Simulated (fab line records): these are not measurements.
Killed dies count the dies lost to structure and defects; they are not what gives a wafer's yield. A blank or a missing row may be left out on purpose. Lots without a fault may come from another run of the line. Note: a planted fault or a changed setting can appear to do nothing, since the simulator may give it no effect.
Lot-split experiment	flow n5_finfet	on a route of 1938 steps: 7 lots, 21 wafers read

== THE SPLIT ==
At N5_FIN_CUT_ETCH_21 (etches SOC in N2/H2, target depth 219 nm, overetch 43.8 nm, time 523.5 s), the setting time_s was moved away from the recipe's 523.5 s on 10 of the 21 wafers read, by -16.4% to +14.5%. The other wafers ran this setting at the recipe's value.

The reading comes from the split's own step.

== THE READING ==
SiARC_of_FIN_CUT_COAT_19.thk_nm (the simulator's own value, which no gauge read), in nm, at N5_FIN_CUT_ETCH_21 (etches SOC in N2/H2, target depth 219 nm, overetch 43.8 nm, time 523.5 s). The file gives no usual value for it. Across the 11 wafers here that went through the recipe, the average is 11.9 nm and the standard deviation 0.18 nm.

wafer	tool, chamber at the split	time_s as run, s	against the recipe	SiARC_of_FIN_CUT_COAT_19.thk_nm, nm	against lot-mates on the recipe
L074.1	rie_diel-01, 2	523.5	recipe	12.2	-
L074.5	rie_diel-01, 2	523.5	recipe	12.2	-
L074.6	rie_diel-01, 3	437.8	-16.4%	13.4	+1.2
L075.3	rie_diel-01, 2	456.4	-12.8%	13.2	+1.4
L075.4	rie_diel-01, 0	523.5	recipe	11.8	-
L075.5	rie_diel-01, 2	456.4	-12.8%	13	+1.2
L080.1	rie_diel-06, 2,1	459.7	-12.2%	13	+1.2
L080.3	rie_diel-06, 2,1	459.7	-12.2%	13	+1.2
L080.2	rie_diel-06, 3	523.5	recipe	11.8	-
L084.2	rie_diel-06, 1,3	523.5	recipe	12	-
L084.3	rie_diel-06, 1,3	523.5	recipe	12	-
L084.5	rie_diel-06, 2	523.5	recipe	11.8	-
L089.2	rie_diel-02, 2,0	523.5	recipe	11.8	-
L089.6	rie_diel-02, 2,0	523.5	recipe	11.8	-
L089.5	rie_diel-02, 1	599.3	+14.5%	10.2	-1.6
L091.4	rie_diel-06, 0	451.2	-13.8%	13.2	+1.6
L091.5	rie_diel-06, 1	451.2	-13.8%	13	+1.4
L091.6	rie_diel-06, 3	523.5	recipe	11.6	-
L095.3	rie_diel-01, 3	456.1	-12.9%	13.4	+1.4
L095.4	rie_diel-01, 0	523.5	recipe	12	-
L095.5	rie_diel-01, 0	456.1	-12.9%	13	+1.0
The file does not say which wafer passed through which chamber wherever a row lists several chambers: such a row stands for several wafers.

FIT RESULTS
A straight line over all 21 wafers: SiARC_of_FIN_CUT_COAT_19.thk_nm changes by -0.0976 nm for each +1% of time_s; r = -0.98; the points scatter about the line by 0.18 nm.
The same after taking each lot's own level away (the mean of its wafers on the recipe; 21 wafers): -0.099 nm for each +1%; r = -0.98; scatter 0.14 nm.
Per that fit: largest time_s move, reading shift of 1.6 nm.
Measured against the standard deviation above, the lots' own levels, which go from 11.60 to 12.20 nm, span 3.4 times it.
Hence the lot-to-lot level has little effect on the slope; both slopes agree.
Check: with one of the wafers moved furthest among these (-16.4%) left out of the fit, the line predicts +1.67 nm for it against its lot-mates. Against them it came out at +1.2 nm.

== ADDITIONAL SPLITS CARRIED BY THESE WAFERS ==
Other splits were also applied to these wafers ahead of the reading. Each is held against what the fit with the lots' levels taken away leaves over:
other split on the same wafers	wafers away from the commonest value	r with SiARC_of_FIN_CUT_COAT_19.thk_nm (lot level and that fit taken away)
N5_ZERO_LAYER_PECVD_02 time_s	8	-0.02
N5_ZERO_LAYER_COAT_05 spin_rpm	6	-0.20
N5_WELL_APT_PEB_06 peb_time_s	10	-0.07
N5_WELL_APT_COAT_19 spin_rpm	6	-0.06
N5_FIN_SAQP_SPACER1_ALD_24 ald_cycles	8	+0.23

== THE FILE'S OWN FIT ==
SiARC_of_FIN_CUT_COAT_19.thk_nm changes by -0.0961 nm for each +1% of time_s, r = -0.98.
